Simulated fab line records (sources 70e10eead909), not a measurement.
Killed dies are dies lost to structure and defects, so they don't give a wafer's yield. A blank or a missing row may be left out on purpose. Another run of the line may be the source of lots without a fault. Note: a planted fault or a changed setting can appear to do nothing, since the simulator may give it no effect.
Problem report, 8D (eight disciplines) form, completed by code -- flow nand harc -- the parts of the form that need people (team, actions taken, sign-off) are left out

## 1. THE ISSUE
At NHARC_A_SLIT_DEP_25, rf fwd power W averages 1041.6 W over 6 wafers from 2 lots, while fault-free wafers read 897.6 W, standard deviation 2.8. That is +51 standard deviations from the usual mean.
The step: deposits SiO2, target thk 200 nm.
Earliest sighting: wafer L880.1 on pecvd-02 at day 24 18:58. The record holds 36 wafers of 12 lots with a number at this step. By rule, "out" or "out of limits" means more than 4 standard deviations away from the usual mean. All remaining wafers that have a number are taken as sound.

## 2. WHAT IT IS; WHAT IT IS NOT
question,is,is not
which readings at this step,rf fwd power W,"heater power w, throttle valve pct"
which lots,"L880, L881","L867, L868, L869, L870, L872, L882, L883, L888, L889, L890"
which wafers of those lots,all that have a number,-
read on which tools,pecvd-02,"pecvd-03, pecvd-04"
when,from day 24 18:58,"up to then (15 sound wafers); but 15 sound wafers of L882, L883, L888, L889, L890 came after"

## 3. THE SUSPECTS, EACH WITH WHAT RULES IT OUT
Counting: any tool at a process step up to the reading is kept as a suspect provided that every lot that is out went through it and no sound lot did after the first of them.
- pecvd-02 at NHARC_A_SLIT_DEP_25 (deposits SiO2, target thk 200 nm): ruled out as a lasting fault. Sound lots L889, L890 ran on it after its first lot that is out, L880 (day 24 18:58).
Left after counting: nothing in the record.

## 4. THE CAUSE (what the simulator had put in)
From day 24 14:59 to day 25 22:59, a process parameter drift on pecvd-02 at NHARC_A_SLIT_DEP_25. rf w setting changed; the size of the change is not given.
Counting ruled it out, wrongly.

## 5. THE EFFECT CHAIN, in route order
Each row: a reading where the mean over the struck wafers with a number is more than 3 standard deviations away from the usual. Only readings whose record carries a usual standard deviation are examined. hours: median over the lots of the time between each lot's start at the first step of this table that gives one and its start at this step. sigmas: the change, counted in usual standard deviations.
hours,step,reading,usual,on struck wafers,change,sigmas
0,NHARC_A_SLIT_DEP_25,rf fwd power W,897.6 W,1041.6,+144.0,+51
The process steps in it:
- NHARC_A_SLIT_DEP_25: deposits SiO2, target thk 200 nm.
At these later measuring or inspecting steps, every struck wafer for which the step has a row has a number for every such reading, and none has moved that far: NHARC_END_SORT_01.

## 6. HOW IT WOULD HAVE BEEN CAUGHT EARLIER
The fault began at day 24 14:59; the first out-of-limits reading in this record came at day 24 18:58, 4 hours later.
